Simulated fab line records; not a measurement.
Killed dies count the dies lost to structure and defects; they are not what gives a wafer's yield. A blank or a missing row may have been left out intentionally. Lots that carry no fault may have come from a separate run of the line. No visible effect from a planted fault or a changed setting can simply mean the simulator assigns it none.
Struck lot and sound lot, side by side ; flow n5 finfet ; 16 out of 1938 route steps
Sound: wafers L190.4, L190.5, L190.6. The struck wafers were L208.1, L208.2, L208.4. Last of all comes the cause.
Each step with rows lists, per side, the tool, then ch with its chambers, then its first start. Under that, the readings that differ: sound wafers ; struck wafers ; difference of the means ; sigmas: that difference in standard deviations of wafers without a fault.
alike: readings whose means differ by less than 2 such deviations, and words and numbers that are the same on both sides. not compared: withheld readings, readings that some wafer has no value for, bounds like >300 that may hide the same value, and numbers for which the record gives no deviation and whose values overlap.
The two part at a step that has a row with sigmas, a row that says differs or no value, or rows on one side only. Numbers that have no deviation but don't overlap get no sigmas and don't part them. A reading missing from all wafers of one side parts the sides only when that side holds two or more wafers.

first, 1 step without rows for these wafers: N5_SD_EPI_N_STRIP_36 (strips in N2/H2).
N5_SD_EPI_N_ETCHBACK_44: etches SiNx in CH3F/O2, stops on SiO2, target depth 14.5 nm.
  sound on rie diel-01 ch 0,2,3, day 4 02:58; struck on rie diel-04 ch 0,1,2, day 8 14:11
  alike: drypump motor current A, mfc ar sccm, oes product au, rf vpp V, showerhead plenum p Torr, throttle valve pct
  not compared: rf hours counter h
N5_SD_EPI_N_ETCH_45: etches SiOCN in CH3F/O2, target depth 6 nm.
  sound on rie diel-01 ch 0,2,3, day 4 03:04; struck on rie diel-04 ch 0,1,2, day 8 14:17
  alike: drypump motor current A, mfc ar sccm, oes product au, rf vpp V, showerhead plenum p Torr, throttle valve pct
  not compared: rf hours counter h
N5_SD_EPI_N_ETCH_16: etches SiO2 in CHF3/O2, target depth 5 nm.
  sound on rie diel-01 ch 0,2,3, day 4 03:10; struck on rie diel-04 ch 0,1,2, day 8 14:23
  alike: drypump motor current A, mfc ar sccm, oes product au, rf vpp V, showerhead plenum p Torr, throttle valve pct
  not compared: rf hours counter h
then, 1 step without rows for these wafers: N5_SD_EPI_N_STRIP_47 (strips in CHF3/O2).
N5_SD_EPI_N_SD_RECESS_17: chemistry HBr/Cl2/O2, target depth 41 nm, time 23.7 s, bt time 3 s.
  sound on rie si-03 ch 0,2,3, day 4 03:14; struck on rie si-03 ch 0,1,3, day 8 14:27
  alike: drypump motor current A, oes product au, throttle valve pct
  not compared: rf hours counter h
N5_SD_EPI_N_STRIP_38: strips in N2/H2.
  sound on plasma asher-02 ch 0,1, day 4 03:20; struck on plasma asher-02 ch 0,1, day 8 14:32
  alike: drypump motor current A, heater power w, oes product au
  not compared: rf hours counter h
then, 5 steps without rows for these wafers: N5_SD_EPI_N_WET_ETCH_43 (etches SiO2 in dHF, time 14 s, target depth 1.5 nm); N5_SD_EPI_N_STRIP_18 (strips in SPM, time 750 s); N5_SD_EPI_N_SRD_20 (time 30 s); N5_SD_EPI_N_PRECLEAN_48 (cleans in NF3:NH3, afs cycles 2, time 20 s, sublimation time 60 s); N5_SD_EPI_N_VAPOR_ETCH_50 (etches Si in HCl, time 54 s).
N5_SD_EPI_N_EPI_21: deposits Si:P, time 690 s.
  sound on epi rpcvd-01 ch 0, day 4 05:31; struck on epi rpcvd-01 ch 0, day 8 15:37
N5_SD_EPI_N_EPI_MEAS_23:
  struck on film metro-01, day 8 17:55; sound on film metro-02, day 4 06:41
reading;sound;struck;difference;sigmas
thk nm (nm);59.5 57.6 58.1;52.0 50.9 50.8;-7.2;-6
then, 1 step without rows for these wafers: N5_SD_EPI_N_PRECLEAN_24 (cleans in O3/DIW, time 60 s).
-- a jump in the record: the struck wafers' starts before and after are 6 days apart (it breaks off in module SD_EPI_N and resumes in module BEOL_M4, where the first step shown is number 1111 of the route) --
N5_BEOL_M4_RC_MEAS_101:
  sound on prober-02 ch 0, day 9 15:13; struck on prober-02 ch 0, day 14 07:03
  alike: DIBL_N, DIBL_P, IOFF_N, IOFF_P, ION_N, ION_P, SS_N, SS_P, VT_N, VT_P

== WHERE THEY PART ==
Within this record, at N5_SD_EPI_N_EPI_MEAS_23 only. Later steps at which nothing parts them and some readings are alike: N5_BEOL_M4_RC_MEAS_101.

WHY: what the simulator had put in
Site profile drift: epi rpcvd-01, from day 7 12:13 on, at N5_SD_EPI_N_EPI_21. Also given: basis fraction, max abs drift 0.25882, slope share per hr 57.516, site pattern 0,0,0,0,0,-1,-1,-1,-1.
